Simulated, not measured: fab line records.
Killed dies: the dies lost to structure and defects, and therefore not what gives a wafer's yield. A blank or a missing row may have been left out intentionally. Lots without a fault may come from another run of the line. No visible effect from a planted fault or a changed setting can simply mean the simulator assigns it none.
Split-lot experiment / flow n5-finfet / 7 lots, 39 wafers read, on a route of 1938 steps

## SPLIT DETAILS
At N5_MIM_BOT_SPUTTER_00 (material TiN, target thk 35 nm, time 89.7 s), the setting target-thk-a was moved away from the recipe's 350 angstrom on 12 of the 39 wafers read, by -55.5% to +55.9%. This setting was run at the recipe's value on the other wafers.

The reading is taken at the split's own step.

## THE READING
TiN_of_MIM_BOT_SPUTTER_00.thk-nm (the simulator's own value, which no gauge read), in nm, at N5_MIM_BOT_SPUTTER_00 (material TiN, target thk 35 nm, time 89.7 s). The file does not state a usual value for it. Average 35.2 nm, standard deviation 0.37 nm, over the 27 wafers here run with the recipe.

wafer=L074.1; tool, chamber at the split=pvd-sputter-03, -; target-thk-a as run, angstrom=246.2; against the recipe=-29.7%; TiN_of_MIM_BOT_SPUTTER_00.thk-nm, nm=25.4; against lot-mates on the recipe=-10.4
wafer=L074.2; tool, chamber at the split=pvd-sputter-03, -; target-thk-a as run, angstrom=246.2; against the recipe=-29.7%; TiN_of_MIM_BOT_SPUTTER_00.thk-nm, nm=25; against lot-mates on the recipe=-10.8
wafer=L074.3; tool, chamber at the split=pvd-sputter-03, -; target-thk-a as run, angstrom=246.2; against the recipe=-29.7%; TiN_of_MIM_BOT_SPUTTER_00.thk-nm, nm=25.2; against lot-mates on the recipe=-10.6
wafer=L074.4; tool, chamber at the split=pvd-sputter-03, -; target-thk-a as run, angstrom=350; against the recipe=recipe; TiN_of_MIM_BOT_SPUTTER_00.thk-nm, nm=36; against lot-mates on the recipe=-
wafer=L074.5; tool, chamber at the split=pvd-sputter-03, -; target-thk-a as run, angstrom=350; against the recipe=recipe; TiN_of_MIM_BOT_SPUTTER_00.thk-nm, nm=35.8; against lot-mates on the recipe=-
wafer=L074.6; tool, chamber at the split=pvd-sputter-03, -; target-thk-a as run, angstrom=350; against the recipe=recipe; TiN_of_MIM_BOT_SPUTTER_00.thk-nm, nm=35.6; against lot-mates on the recipe=-
wafer=L075.1; tool, chamber at the split=pvd-sputter-03, -; target-thk-a as run, angstrom=350; against the recipe=recipe; TiN_of_MIM_BOT_SPUTTER_00.thk-nm, nm=35.6; against lot-mates on the recipe=-
wafer=L075.2; tool, chamber at the split=pvd-sputter-03, -; target-thk-a as run, angstrom=350; against the recipe=recipe; TiN_of_MIM_BOT_SPUTTER_00.thk-nm, nm=35; against lot-mates on the recipe=-
wafer=L075.3; tool, chamber at the split=pvd-sputter-03, -; target-thk-a as run, angstrom=155.7; against the recipe=-55.5%; TiN_of_MIM_BOT_SPUTTER_00.thk-nm, nm=15.4; against lot-mates on the recipe=-19.9
wafer=L075.4; tool, chamber at the split=pvd-sputter-03, -; target-thk-a as run, angstrom=155.7; against the recipe=-55.5%; TiN_of_MIM_BOT_SPUTTER_00.thk-nm, nm=15.8; against lot-mates on the recipe=-19.5
wafer=L075.5; tool, chamber at the split=pvd-sputter-03, -; target-thk-a as run, angstrom=155.7; against the recipe=-55.5%; TiN_of_MIM_BOT_SPUTTER_00.thk-nm, nm=15.8; against lot-mates on the recipe=-19.5
wafer=L075.6; tool, chamber at the split=pvd-sputter-03, -; target-thk-a as run, angstrom=350; against the recipe=recipe; TiN_of_MIM_BOT_SPUTTER_00.thk-nm, nm=35.2; against lot-mates on the recipe=-
wafer=L081.1; tool, chamber at the split=pvd-sputter-01, -; target-thk-a as run, angstrom=350; against the recipe=recipe; TiN_of_MIM_BOT_SPUTTER_00.thk-nm, nm=35.4; against lot-mates on the recipe=-
wafer=L081.6; tool, chamber at the split=pvd-sputter-01, -; target-thk-a as run, angstrom=350; against the recipe=recipe; TiN_of_MIM_BOT_SPUTTER_00.thk-nm, nm=35.4; against lot-mates on the recipe=-
wafer=L081.2; tool, chamber at the split=pvd-sputter-01, -; target-thk-a as run, angstrom=545.5; against the recipe=+55.9%; TiN_of_MIM_BOT_SPUTTER_00.thk-nm, nm=55.2; against lot-mates on the recipe=+19.7
wafer=L081.5; tool, chamber at the split=pvd-sputter-01, -; target-thk-a as run, angstrom=545.5; against the recipe=+55.9%; TiN_of_MIM_BOT_SPUTTER_00.thk-nm, nm=55.2; against lot-mates on the recipe=+19.7
wafer=L081.3; tool, chamber at the split=pvd-sputter-01, -; target-thk-a as run, angstrom=350; against the recipe=recipe; TiN_of_MIM_BOT_SPUTTER_00.thk-nm, nm=35.8; against lot-mates on the recipe=-
wafer=L081.4; tool, chamber at the split=pvd-sputter-01, -; target-thk-a as run, angstrom=545.5; against the recipe=+55.9%; TiN_of_MIM_BOT_SPUTTER_00.thk-nm, nm=54.8; against lot-mates on the recipe=+19.3
wafer=L086.1; tool, chamber at the split=pvd-sputter-02, -; target-thk-a as run, angstrom=350; against the recipe=recipe; TiN_of_MIM_BOT_SPUTTER_00.thk-nm, nm=35.4; against lot-mates on the recipe=-
wafer=L086.3; tool, chamber at the split=pvd-sputter-02, -; target-thk-a as run, angstrom=350; against the recipe=recipe; TiN_of_MIM_BOT_SPUTTER_00.thk-nm, nm=35.2; against lot-mates on the recipe=-
wafer=L086.4; tool, chamber at the split=pvd-sputter-02, -; target-thk-a as run, angstrom=350; against the recipe=recipe; TiN_of_MIM_BOT_SPUTTER_00.thk-nm, nm=34.6; against lot-mates on the recipe=-
wafer=L089.1; tool, chamber at the split=pvd-sputter-01, -; target-thk-a as run, angstrom=350; against the recipe=recipe; TiN_of_MIM_BOT_SPUTTER_00.thk-nm, nm=35; against lot-mates on the recipe=-
wafer=L089.3; tool, chamber at the split=pvd-sputter-01, -; target-thk-a as run, angstrom=350; against the recipe=recipe; TiN_of_MIM_BOT_SPUTTER_00.thk-nm, nm=35; against lot-mates on the recipe=-
wafer=L089.4; tool, chamber at the split=pvd-sputter-01, -; target-thk-a as run, angstrom=350; against the recipe=recipe; TiN_of_MIM_BOT_SPUTTER_00.thk-nm, nm=35; against lot-mates on the recipe=-
wafer=L089.5; tool, chamber at the split=pvd-sputter-01, -; target-thk-a as run, angstrom=350; against the recipe=recipe; TiN_of_MIM_BOT_SPUTTER_00.thk-nm, nm=35; against lot-mates on the recipe=-
wafer=L089.2; tool, chamber at the split=pvd-sputter-01, -; target-thk-a as run, angstrom=350; against the recipe=recipe; TiN_of_MIM_BOT_SPUTTER_00.thk-nm, nm=35.2; against lot-mates on the recipe=-
wafer=L089.6; tool, chamber at the split=pvd-sputter-01, -; target-thk-a as run, angstrom=350; against the recipe=recipe; TiN_of_MIM_BOT_SPUTTER_00.thk-nm, nm=35.2; against lot-mates on the recipe=-
wafer=L090.1; tool, chamber at the split=pvd-sputter-03, -; target-thk-a as run, angstrom=350; against the recipe=recipe; TiN_of_MIM_BOT_SPUTTER_00.thk-nm, nm=35.2; against lot-mates on the recipe=-
wafer=L090.2; tool, chamber at the split=pvd-sputter-03, -; target-thk-a as run, angstrom=350; against the recipe=recipe; TiN_of_MIM_BOT_SPUTTER_00.thk-nm, nm=35.4; against lot-mates on the recipe=-
wafer=L090.3; tool, chamber at the split=pvd-sputter-03, -; target-thk-a as run, angstrom=350; against the recipe=recipe; TiN_of_MIM_BOT_SPUTTER_00.thk-nm, nm=35.4; against lot-mates on the recipe=-
wafer=L090.4; tool, chamber at the split=pvd-sputter-03, -; target-thk-a as run, angstrom=350; against the recipe=recipe; TiN_of_MIM_BOT_SPUTTER_00.thk-nm, nm=35.4; against lot-mates on the recipe=-
wafer=L090.5; tool, chamber at the split=pvd-sputter-03, -; target-thk-a as run, angstrom=350; against the recipe=recipe; TiN_of_MIM_BOT_SPUTTER_00.thk-nm, nm=35.4; against lot-mates on the recipe=-
wafer=L090.6; tool, chamber at the split=pvd-sputter-03, -; target-thk-a as run, angstrom=350; against the recipe=recipe; TiN_of_MIM_BOT_SPUTTER_00.thk-nm, nm=35.4; against lot-mates on the recipe=-
wafer=L093.1; tool, chamber at the split=pvd-sputter-01, -; target-thk-a as run, angstrom=412.6; against the recipe=+17.9%; TiN_of_MIM_BOT_SPUTTER_00.thk-nm, nm=40.8; against lot-mates on the recipe=+6.2
wafer=L093.2; tool, chamber at the split=pvd-sputter-01, -; target-thk-a as run, angstrom=412.6; against the recipe=+17.9%; TiN_of_MIM_BOT_SPUTTER_00.thk-nm, nm=41; against lot-mates on the recipe=+6.4
wafer=L093.3; tool, chamber at the split=pvd-sputter-01, -; target-thk-a as run, angstrom=412.6; against the recipe=+17.9%; TiN_of_MIM_BOT_SPUTTER_00.thk-nm, nm=41; against lot-mates on the recipe=+6.4
wafer=L093.4; tool, chamber at the split=pvd-sputter-01, -; target-thk-a as run, angstrom=350; against the recipe=recipe; TiN_of_MIM_BOT_SPUTTER_00.thk-nm, nm=34.4; against lot-mates on the recipe=-
wafer=L093.5; tool, chamber at the split=pvd-sputter-01, -; target-thk-a as run, angstrom=350; against the recipe=recipe; TiN_of_MIM_BOT_SPUTTER_00.thk-nm, nm=34.6; against lot-mates on the recipe=-
wafer=L093.6; tool, chamber at the split=pvd-sputter-01, -; target-thk-a as run, angstrom=350; against the recipe=recipe; TiN_of_MIM_BOT_SPUTTER_00.thk-nm, nm=34.8; against lot-mates on the recipe=-

FIT RESULTS
A straight line over all 39 wafers: TiN_of_MIM_BOT_SPUTTER_00.thk-nm changes by +0.35 nm for each +1% of target-thk-a; r = +1.00; the points scatter about the line by 0.39 nm.
The same after taking each lot's own level away (the mean of its wafers on the recipe; 39 wafers): +0.352 nm for each +1%; r = +1.00; scatter 0.19 nm.
On that fit, the largest move of target-thk-a shifts the reading by 20 nm.
The span of the lots' own levels, 34.60 to 35.80 nm, comes to 3.2 times the standard deviation stated above.
Hence the lot-to-lot level has little effect on the slope; both slopes agree.
Check: with one of the wafers moved furthest among these (+55.9%) left out of the fit, the line predicts +19.6 nm for it against its lot-mates. It came out at +19.7 nm against them.

## ADDITIONAL SPLITS CARRIED BY THESE WAFERS
Note: prior to the reading, these wafers also went through further splits. Each is held against what the fit with the lots' levels taken away leaves over:
other split on the same wafers=N5_SD_EPI_P_EPI_21 time-s; wafers away from the commonest value=12; r with TiN_of_MIM_BOT_SPUTTER_00.thk-nm (lot level and that fit taken away)=+0.10
other split on the same wafers=N5_HKMG_FIN_ALD_72 ald-cycles; wafers away from the commonest value=18; r with TiN_of_MIM_BOT_SPUTTER_00.thk-nm (lot level and that fit taken away)=-0.17
other split on the same wafers=N5_MOL_CONTACT_COAG_ALD_133 ald-cycles; wafers away from the commonest value=15; r with TiN_of_MIM_BOT_SPUTTER_00.thk-nm (lot level and that fit taken away)=+0.15
other split on the same wafers=N5_BEOL_M1_ILD_DEP_00 time-s; wafers away from the commonest value=15; r with TiN_of_MIM_BOT_SPUTTER_00.thk-nm (lot level and that fit taken away)=+0.03
other split on the same wafers=N5_BEOL_M4_ETCH_70 target-depth-a; wafers away from the commonest value=12; r with TiN_of_MIM_BOT_SPUTTER_00.thk-nm (lot level and that fit taken away)=-0.06
other split on the same wafers=N5_BEOL_M6_ALD_77 ald-cycles; wafers away from the commonest value=9; r with TiN_of_MIM_BOT_SPUTTER_00.thk-nm (lot level and that fit taken away)=-0.13
other split on the same wafers=N5_BEOL_M8_DESCUM_16 time-s; wafers away from the commonest value=18; r with TiN_of_MIM_BOT_SPUTTER_00.thk-nm (lot level and that fit taken away)=+0.05
other split on the same wafers=N5_BEOL_M14_ETCH_68 target-depth-a; wafers away from the commonest value=12; r with TiN_of_MIM_BOT_SPUTTER_00.thk-nm (lot level and that fit taken away)=+0.15

## THE FILE'S OWN FIT
TiN_of_MIM_BOT_SPUTTER_00.thk-nm changes by +0.352 nm for each +1% of target-thk-a, r = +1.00.
